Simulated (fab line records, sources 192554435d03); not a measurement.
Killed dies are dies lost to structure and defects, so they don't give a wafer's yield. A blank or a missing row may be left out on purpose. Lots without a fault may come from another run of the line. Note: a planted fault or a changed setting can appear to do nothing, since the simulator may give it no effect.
Chamber matching || flow n5-finfet || N5_BEOL_M2_ETCH_70 on rie-diel-03: 4 sister chambers
The step etches SOC in N2/H2, target depth 80 nm, overetch 24 nm, time 130 s. 18 wafers are shown with their chamber, then 9 later ones without.

== WAFERS PAIRED WITH THEIR CHAMBERS ==
{"wafer": "L076.2", "chamber": 1, "drypump-motor-current-A (A)": 5.93, "throttle-valve-pct (%)": 18.28, "showerhead-plenum-p-Torr (Torr)": 2.45}
{"wafer": "L076.4", "chamber": 2, "drypump-motor-current-A (A)": 6.08, "throttle-valve-pct (%)": 17.71, "showerhead-plenum-p-Torr (Torr)": 2.44}
{"wafer": "L076.6", "chamber": 0, "drypump-motor-current-A (A)": 5.47, "throttle-valve-pct (%)": 17.87, "showerhead-plenum-p-Torr (Torr)": 2.52}
{"wafer": "L081.2", "chamber": 2, "drypump-motor-current-A (A)": 6.11, "throttle-valve-pct (%)": 17.70, "showerhead-plenum-p-Torr (Torr)": 2.44}
{"wafer": "L081.4", "chamber": 0, "drypump-motor-current-A (A)": 5.44, "throttle-valve-pct (%)": 17.91, "showerhead-plenum-p-Torr (Torr)": 2.52}
{"wafer": "L081.6", "chamber": 1, "drypump-motor-current-A (A)": 5.93, "throttle-valve-pct (%)": 18.32, "showerhead-plenum-p-Torr (Torr)": 2.45}
{"wafer": "L085.2", "chamber": 0, "drypump-motor-current-A (A)": 5.48, "throttle-valve-pct (%)": 17.93, "showerhead-plenum-p-Torr (Torr)": 2.51}
{"wafer": "L085.4", "chamber": 2, "drypump-motor-current-A (A)": 6.10, "throttle-valve-pct (%)": 17.74, "showerhead-plenum-p-Torr (Torr)": 2.43}
{"wafer": "L085.5", "chamber": 0, "drypump-motor-current-A (A)": 5.47, "throttle-valve-pct (%)": 17.92, "showerhead-plenum-p-Torr (Torr)": 2.51}
{"wafer": "L087.3", "chamber": 2, "drypump-motor-current-A (A)": 6.09, "throttle-valve-pct (%)": 17.72, "showerhead-plenum-p-Torr (Torr)": 2.43}
{"wafer": "L087.4", "chamber": 1, "drypump-motor-current-A (A)": 5.94, "throttle-valve-pct (%)": 18.32, "showerhead-plenum-p-Torr (Torr)": 2.44}
{"wafer": "L087.6", "chamber": 2, "drypump-motor-current-A (A)": 6.08, "throttle-valve-pct (%)": 17.74, "showerhead-plenum-p-Torr (Torr)": 2.43}
{"wafer": "L088.1", "chamber": 0, "drypump-motor-current-A (A)": 5.44, "throttle-valve-pct (%)": 17.91, "showerhead-plenum-p-Torr (Torr)": 2.51}
{"wafer": "L088.3", "chamber": 2, "drypump-motor-current-A (A)": 6.07, "throttle-valve-pct (%)": 17.73, "showerhead-plenum-p-Torr (Torr)": 2.43}
{"wafer": "L088.5", "chamber": 0, "drypump-motor-current-A (A)": 5.47, "throttle-valve-pct (%)": 17.92, "showerhead-plenum-p-Torr (Torr)": 2.51}
{"wafer": "L089.1", "chamber": 3, "drypump-motor-current-A (A)": 5.88, "throttle-valve-pct (%)": 17.53, "showerhead-plenum-p-Torr (Torr)": 2.50}
{"wafer": "L089.4", "chamber": 0, "drypump-motor-current-A (A)": 5.45, "throttle-valve-pct (%)": 17.93, "showerhead-plenum-p-Torr (Torr)": 2.51}
{"wafer": "L089.6", "chamber": 0, "drypump-motor-current-A (A)": 5.44, "throttle-valve-pct (%)": 17.93, "showerhead-plenum-p-Torr (Torr)": 2.51}

SIGNATURES (means of the wafers above)
{"reading": "drypump-motor-current-A", "chamber 0": 5.4575, "chamber 1": 5.9333, "chamber 2": 6.0883, "chamber 3": 5.8800, "scatter within a chamber": 0.0149}
{"reading": "throttle-valve-pct", "chamber 0": 17.9150, "chamber 1": 18.3067, "chamber 2": 17.7233, "chamber 3": 17.5300, "scatter within a chamber": 0.0193}
{"reading": "showerhead-plenum-p-Torr", "chamber 0": 2.5125, "chamber 1": 2.4467, "chamber 2": 2.4333, "chamber 3": 2.5000, "scatter within a chamber": 0.005}
Rule: for each reading, subtract the chamber's mean from the wafer's reading, divide by that reading's scatter and square the result; add these up over the readings and take the root, which gives the wafer's distance from the chamber. The wafer belongs to the nearest chamber; if the next one is less than 2 further off, it can't be placed. How the scatter is found: for the shown wafers, subtract from each reading the mean of its chamber, square and add these, divide the total by (wafers less chambers), then take the root.

== WAFERS WITH NO CHAMBER GIVEN ==
{"wafer": "L091.2", "drypump-motor-current-A (A)": 5.94, "throttle-valve-pct (%)": 18.35, "showerhead-plenum-p-Torr (Torr)": 2.44}
{"wafer": "L091.3", "drypump-motor-current-A (A)": 5.45, "throttle-valve-pct (%)": 17.94, "showerhead-plenum-p-Torr (Torr)": 2.51}
{"wafer": "L091.5", "drypump-motor-current-A (A)": 5.95, "throttle-valve-pct (%)": 18.33, "showerhead-plenum-p-Torr (Torr)": 2.44}
{"wafer": "L092.1", "drypump-motor-current-A (A)": 6.07, "throttle-valve-pct (%)": 17.77, "showerhead-plenum-p-Torr (Torr)": 2.42}
{"wafer": "L092.4", "drypump-motor-current-A (A)": 5.44, "throttle-valve-pct (%)": 17.94, "showerhead-plenum-p-Torr (Torr)": 2.51}
{"wafer": "L092.5", "drypump-motor-current-A (A)": 5.41, "throttle-valve-pct (%)": 17.94, "showerhead-plenum-p-Torr (Torr)": 2.51}
{"wafer": "L095.1", "drypump-motor-current-A (A)": 5.95, "throttle-valve-pct (%)": 18.37, "showerhead-plenum-p-Torr (Torr)": 2.43}
{"wafer": "L095.3", "drypump-motor-current-A (A)": 6.07, "throttle-valve-pct (%)": 17.77, "showerhead-plenum-p-Torr (Torr)": 2.42}
{"wafer": "L095.6", "drypump-motor-current-A (A)": 6.09, "throttle-valve-pct (%)": 17.78, "showerhead-plenum-p-Torr (Torr)": 2.42}

== WHICH CHAMBER EACH WENT THROUGH ==
{"wafer": "L091.2", "from the rows above": 1, "in truth": 1}
{"wafer": "L091.3", "from the rows above": 0, "in truth": 0}
{"wafer": "L091.5", "from the rows above": 1, "in truth": 1}
{"wafer": "L092.1", "from the rows above": 2, "in truth": 2}
{"wafer": "L092.4", "from the rows above": 0, "in truth": 0}
{"wafer": "L092.5", "from the rows above": 0, "in truth": 0}
{"wafer": "L095.1", "from the rows above": 1, "in truth": 1}
{"wafer": "L095.3", "from the rows above": 2, "in truth": 2}
{"wafer": "L095.6", "from the rows above": 2, "in truth": 2}
9 of 9 placed correctly. Left unplaced by these rows: 0. Wrongly placed: 0.
